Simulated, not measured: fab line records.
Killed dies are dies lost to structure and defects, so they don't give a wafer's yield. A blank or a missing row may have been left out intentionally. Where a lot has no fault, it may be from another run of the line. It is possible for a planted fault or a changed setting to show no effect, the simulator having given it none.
What tool caused it? | flow nand-harc | route of 1302 steps, sampled at 1 step: 15 lots, 45 wafers

WHAT EACH GAUGE READ, for each wafer
NHARC_A_SGD_CUT_THK_MEAS_22: measures by ellipsometry.
lot  | measured     | on            | thk-nm (nm)
L184 | day 18 10:29 | film-metro-01 | 149.0 147.7 149.9
L185 | day 18 18:58 | film-metro-02 | 148.6 151.9 150.8
L188 | day 19 18:22 | film-metro-01 | 148.1 150.5 147.1
L186 | day 19 18:22 | film-metro-02 | 148.7 150.9 150.2
L189 | day 20 19:46 | film-metro-01 | 148.9 148.0 150.7
L190 | day 20 23:00 | film-metro-02 | 147.7 143.9 149.4
L191 | day 22 02:12 | film-metro-01 | 148.6 149.7 146.7
L193 | day 22 09:13 | film-metro-01 | 149.1 147.6 147.7
L198 | day 24 03:10 | film-metro-02 | 146.1 147.3 148.0
L200 | day 24 11:56 | film-metro-02 | 147.2 149.6 148.4
L201 | day 25 20:34 | film-metro-01 | 147.8 148.8 148.5
L204 | day 27 04:19 | film-metro-01 | 149.7 148.7 147.9
L206 | day 27 13:57 | film-metro-01 | 148.2 149.5 149.7
L205 | day 27 13:58 | film-metro-02 | 147.3 149.7 150.3
L207 | day 27 22:20 | film-metro-01 | 149.1 150.6 151.4

WHAT TOOL EACH LOT RAN ON (gives the tool, then ch and the chambers of the sampled wafers, and finally the start)
The record holds no process step before these readings.

AS READ BY THE TOOLS THEMSELVES (means over the sampled wafers that have a number; for cases with no such wafer, the mark the record gives instead)
The record holds no such reading with a usual standard deviation.

THE ANSWER, worked out from the rows above alone
Rule: the lots themselves supply what counts as usual. Put in order of their means at a reading, lots are off if they are a third of the lots or fewer, leave a main group of 4 or more, and stand apart from it by a gap of 3 or more times the standard deviation of the main group's means; of several such gaps the widest counts. If all means in a main group match to the digits the tables above print for the reading, that group is not used. A lot without any number at a reading at which 4 lots or more have one is off too. All remaining lots with rows at the step are treated as sound. After the gauges, taken in route order, come the tools' own readings; for these a lot's mean is taken, as printed above. The first step at which some lot is off is used, and at that step the reading that is off furthest; a lot without a number counts as furthest.
Across all readings shown, no lot is off: no conclusion can be drawn from this.

WHAT THE SIMULATOR HAD PUT IN
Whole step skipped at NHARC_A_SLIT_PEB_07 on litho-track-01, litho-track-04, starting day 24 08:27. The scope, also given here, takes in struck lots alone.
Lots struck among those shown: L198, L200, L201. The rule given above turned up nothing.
